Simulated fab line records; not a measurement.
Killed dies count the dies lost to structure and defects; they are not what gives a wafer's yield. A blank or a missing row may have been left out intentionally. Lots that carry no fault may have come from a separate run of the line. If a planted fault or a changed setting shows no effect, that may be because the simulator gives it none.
Matching of chambers :: flow n5Finfet :: N5_BEOL_M6_STRIP_67 on rieDiel-02 has 4 sister chambers
The step strips in CF4. 18 wafers are shown with their chamber, then 9 later ones without.

## WAFERS WITH THEIR CHAMBER
wafer: L077.1
chamber: 1
showerheadPlenumPTorr (Torr): 1.85
drypumpMotorCurrentA (A): 5.7
rfVppV (V): 271.8

wafer: L077.4
chamber: 0
showerheadPlenumPTorr (Torr): 1.71
drypumpMotorCurrentA (A): 5.6
rfVppV (V): 270.7

wafer: L077.6
chamber: 1
showerheadPlenumPTorr (Torr): 1.85
drypumpMotorCurrentA (A): 5.8
rfVppV (V): 272.1

wafer: L078.4
chamber: 1
showerheadPlenumPTorr (Torr): 1.85
drypumpMotorCurrentA (A): 5.8
rfVppV (V): 272.5

wafer: L078.5
chamber: 2
showerheadPlenumPTorr (Torr): 1.87
drypumpMotorCurrentA (A): 5.6
rfVppV (V): 272.9

wafer: L078.6
chamber: 1
showerheadPlenumPTorr (Torr): 1.85
drypumpMotorCurrentA (A): 5.8
rfVppV (V): 271.4

wafer: L084.4
chamber: 1
showerheadPlenumPTorr (Torr): 1.85
drypumpMotorCurrentA (A): 5.8
rfVppV (V): 271.1

wafer: L084.5
chamber: 0
showerheadPlenumPTorr (Torr): 1.70
drypumpMotorCurrentA (A): 5.6
rfVppV (V): 269.7

wafer: L084.6
chamber: 3
showerheadPlenumPTorr (Torr): 1.71
drypumpMotorCurrentA (A): 5.6
rfVppV (V): 266.9

wafer: L085.1
chamber: 3
showerheadPlenumPTorr (Torr): 1.71
drypumpMotorCurrentA (A): 5.6
rfVppV (V): 269.3

wafer: L085.2
chamber: 0
showerheadPlenumPTorr (Torr): 1.70
drypumpMotorCurrentA (A): 5.6
rfVppV (V): 270.5

wafer: L085.6
chamber: 1
showerheadPlenumPTorr (Torr): 1.84
drypumpMotorCurrentA (A): 5.8
rfVppV (V): 271.6

wafer: L095.4
chamber: 1
showerheadPlenumPTorr (Torr): 1.84
drypumpMotorCurrentA (A): 5.7
rfVppV (V): 271.5

wafer: L095.5
chamber: 3
showerheadPlenumPTorr (Torr): 1.70
drypumpMotorCurrentA (A): 5.6
rfVppV (V): 268.7

wafer: L095.6
chamber: 2
showerheadPlenumPTorr (Torr): 1.86
drypumpMotorCurrentA (A): 5.7
rfVppV (V): 273.6

wafer: L097.3
chamber: 1
showerheadPlenumPTorr (Torr): 1.84
drypumpMotorCurrentA (A): 5.8
rfVppV (V): 272.1

wafer: L097.4
chamber: 1
showerheadPlenumPTorr (Torr): 1.84
drypumpMotorCurrentA (A): 5.8
rfVppV (V): 270.8

wafer: L097.5
chamber: 2
showerheadPlenumPTorr (Torr): 1.86
drypumpMotorCurrentA (A): 5.7
rfVppV (V): 272.0

SIGNATURES (means of the wafers above)
reading: showerheadPlenumPTorr
chamber 0: 1.7033
chamber 1: 1.8456
chamber 2: 1.8633
chamber 3: 1.7067
scatter within a chamber: 0.00549

reading: drypumpMotorCurrentA
chamber 0: 5.600
chamber 1: 5.778
chamber 2: 5.667
chamber 3: 5.600
scatter within a chamber: 0.0398

reading: rfVppV
chamber 0: 270.300
chamber 1: 271.656
chamber 2: 272.833
chamber 3: 268.300
scatter within a chamber: 0.719
Rule: for each reading, subtract the chamber's mean from the wafer's reading, divide by that reading's scatter and square the result; add these up over the readings and take the root, which gives the wafer's distance from the chamber. If the next closest chamber is less than 2 further off than the closest, the wafer can't be placed; otherwise it belongs to the closest. How the scatter is found: for the shown wafers, subtract from each reading the mean of its chamber, square and add these, divide the total by (wafers less chambers), then take the root.

## WAFERS MISSING THEIR CHAMBER
wafer: L091.1
showerheadPlenumPTorr (Torr): 1.91
drypumpMotorCurrentA (A): 5.6
rfVppV (V): 274.4

wafer: L091.2
showerheadPlenumPTorr (Torr): 1.70
drypumpMotorCurrentA (A): 5.6
rfVppV (V): 270.3

wafer: L091.3
showerheadPlenumPTorr (Torr): 1.84
drypumpMotorCurrentA (A): 5.8
rfVppV (V): 273.4

wafer: L094.1
showerheadPlenumPTorr (Torr): 1.86
drypumpMotorCurrentA (A): 5.6
rfVppV (V): 273.8

wafer: L094.5
showerheadPlenumPTorr (Torr): 1.70
drypumpMotorCurrentA (A): 5.6
rfVppV (V): 269.4

wafer: L094.6
showerheadPlenumPTorr (Torr): 1.91
drypumpMotorCurrentA (A): 5.6
rfVppV (V): 272.4

wafer: L089.1
showerheadPlenumPTorr (Torr): 1.84
drypumpMotorCurrentA (A): 5.7
rfVppV (V): 273.2

wafer: L089.2
showerheadPlenumPTorr (Torr): 1.91
drypumpMotorCurrentA (A): 5.6
rfVppV (V): 273.0

wafer: L089.3
showerheadPlenumPTorr (Torr): 1.70
drypumpMotorCurrentA (A): 5.6
rfVppV (V): 270.1

## WHICH CHAMBER EACH ONE RAN IN
wafer: L091.1
from the rows above: 2
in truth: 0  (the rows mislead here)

wafer: L091.2
from the rows above: 0
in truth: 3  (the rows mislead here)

wafer: L091.3
from the rows above: 1
in truth: 1

wafer: L094.1
from the rows above: 2
in truth: 2

wafer: L094.5
from the rows above: can't be placed: 0 or 3
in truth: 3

wafer: L094.6
from the rows above: 2
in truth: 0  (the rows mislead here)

wafer: L089.1
from the rows above: can't be placed: 1 or 2
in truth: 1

wafer: L089.2
from the rows above: 2
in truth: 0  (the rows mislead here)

wafer: L089.3
from the rows above: 0
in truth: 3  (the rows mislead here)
2 of 9 placed correctly. Not placeable from these rows: 2 (in 2, the candidates include the true chamber). Wrongly placed: 5.
